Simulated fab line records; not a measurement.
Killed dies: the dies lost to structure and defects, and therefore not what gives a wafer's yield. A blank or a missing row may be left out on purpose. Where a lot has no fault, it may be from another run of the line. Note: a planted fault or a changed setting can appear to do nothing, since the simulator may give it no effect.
Chamber matching :: flow nand harc :: 4 sister chambers for NHARC_A_STAIRCASE_DESCUM_219 on rie diel-13
The step chemistry O2, time 3 s. 18 wafers are shown with their chamber, then 9 later ones without.

== WAFERS, EACH WITH ITS CHAMBER ==
wafer: L074.2
chamber: 3
showerhead plenum p Torr (Torr): 2.06
drypump motor current A (A): 6.1
oes product au (a.u.): 0.997

wafer: L074.4
chamber: 2
showerhead plenum p Torr (Torr): 1.88
drypump motor current A (A): 5.0
oes product au (a.u.): 0.995

wafer: L074.6
chamber: 2
showerhead plenum p Torr (Torr): 1.88
drypump motor current A (A): 5.0
oes product au (a.u.): 1.004

wafer: L080.1
chamber: 2
showerhead plenum p Torr (Torr): 1.88
drypump motor current A (A): 5.0
oes product au (a.u.): 0.986

wafer: L080.2
chamber: 3
showerhead plenum p Torr (Torr): 2.06
drypump motor current A (A): 6.1
oes product au (a.u.): 1.021

wafer: L080.3
chamber: 1
showerhead plenum p Torr (Torr): 1.86
drypump motor current A (A): 6.0
oes product au (a.u.): 0.988

wafer: L083.2
chamber: 0
showerhead plenum p Torr (Torr): 1.81
drypump motor current A (A): 6.1
oes product au (a.u.): 1.009

wafer: L083.3
chamber: 1
showerhead plenum p Torr (Torr): 1.86
drypump motor current A (A): 6.0
oes product au (a.u.): 0.972

wafer: L083.5
chamber: 2
showerhead plenum p Torr (Torr): 1.88
drypump motor current A (A): 5.0
oes product au (a.u.): 0.981

wafer: L085.1
chamber: 3
showerhead plenum p Torr (Torr): 2.05
drypump motor current A (A): 6.2
oes product au (a.u.): 0.986

wafer: L085.2
chamber: 0
showerhead plenum p Torr (Torr): 1.81
drypump motor current A (A): 6.2
oes product au (a.u.): 1.016

wafer: L085.3
chamber: 1
showerhead plenum p Torr (Torr): 1.86
drypump motor current A (A): 6.0
oes product au (a.u.): 0.972

wafer: L089.1
chamber: 1
showerhead plenum p Torr (Torr): 1.86
drypump motor current A (A): 6.0
oes product au (a.u.): 0.984

wafer: L089.4
chamber: 0
showerhead plenum p Torr (Torr): 1.81
drypump motor current A (A): 6.2
oes product au (a.u.): 1.008

wafer: L089.5
chamber: 1
showerhead plenum p Torr (Torr): 1.86
drypump motor current A (A): 6.0
oes product au (a.u.): 0.971

wafer: L092.3
chamber: 3
showerhead plenum p Torr (Torr): 2.05
drypump motor current A (A): 6.2
oes product au (a.u.): 0.991

wafer: L092.5
chamber: 2
showerhead plenum p Torr (Torr): 1.87
drypump motor current A (A): 5.0
oes product au (a.u.): 0.982

wafer: L092.6
chamber: 3
showerhead plenum p Torr (Torr): 2.05
drypump motor current A (A): 6.2
oes product au (a.u.): 0.986

SIGNATURES (averages over the wafers above)
reading: showerhead plenum p Torr
chamber 0: 1.8100
chamber 1: 1.8600
chamber 2: 1.8780
chamber 3: 2.0540
scatter within a chamber: 0.00378

reading: drypump motor current A
chamber 0: 6.167
chamber 1: 6.000
chamber 2: 5.000
chamber 3: 6.160
scatter within a chamber: 0.0365

reading: oes product au
chamber 0: 1.01100
chamber 1: 0.97740
chamber 2: 0.98960
chamber 3: 0.99620
scatter within a chamber: 0.0104
Rule: for a wafer and a chamber, the distance is found by dividing, reading by reading, the gap between the wafer's reading and the chamber's mean by the reading's scatter, squaring, summing and taking the root. If the next closest chamber is less than 2 further off than the closest, the wafer can't be placed; otherwise it belongs to the closest. The scatter is the square root of a quotient: the sum, over the shown wafers, of each reading's squared deviation from its chamber's mean, divided by wafers minus chambers.

== WAFERS WHOSE CHAMBER IS MISSING ==
wafer: L094.2
showerhead plenum p Torr (Torr): 1.86
drypump motor current A (A): 6.0
oes product au (a.u.): 0.991

wafer: L094.3
showerhead plenum p Torr (Torr): 1.87
drypump motor current A (A): 5.0
oes product au (a.u.): 0.981

wafer: L094.5
showerhead plenum p Torr (Torr): 1.86
drypump motor current A (A): 6.0
oes product au (a.u.): 0.994

wafer: L095.1
showerhead plenum p Torr (Torr): 1.80
drypump motor current A (A): 6.2
oes product au (a.u.): 1.014

wafer: L095.3
showerhead plenum p Torr (Torr): 2.04
drypump motor current A (A): 6.1
oes product au (a.u.): 1.000

wafer: L095.5
showerhead plenum p Torr (Torr): 2.04
drypump motor current A (A): 6.2
oes product au (a.u.): 1.001

wafer: L097.1
showerhead plenum p Torr (Torr): 1.85
drypump motor current A (A): 6.0
oes product au (a.u.): 0.988

wafer: L097.5
showerhead plenum p Torr (Torr): 1.85
drypump motor current A (A): 6.0
oes product au (a.u.): 0.988

wafer: L097.6
showerhead plenum p Torr (Torr): 1.86
drypump motor current A (A): 5.0
oes product au (a.u.): 0.970

== WHICH CHAMBER EACH WENT THROUGH ==
wafer: L094.2
from the rows above: 1
in truth: 1

wafer: L094.3
from the rows above: 2
in truth: 2

wafer: L094.5
from the rows above: 1
in truth: 1

wafer: L095.1
from the rows above: 0
in truth: 0

wafer: L095.3
from the rows above: 3
in truth: 3

wafer: L095.5
from the rows above: 3
in truth: 3

wafer: L097.1
from the rows above: 1
in truth: 1

wafer: L097.5
from the rows above: 1
in truth: 1

wafer: L097.6
from the rows above: 2
in truth: 2
Correctly placed: 9 of 9. From these rows, 0 cannot be placed. Placed wrongly: 0.
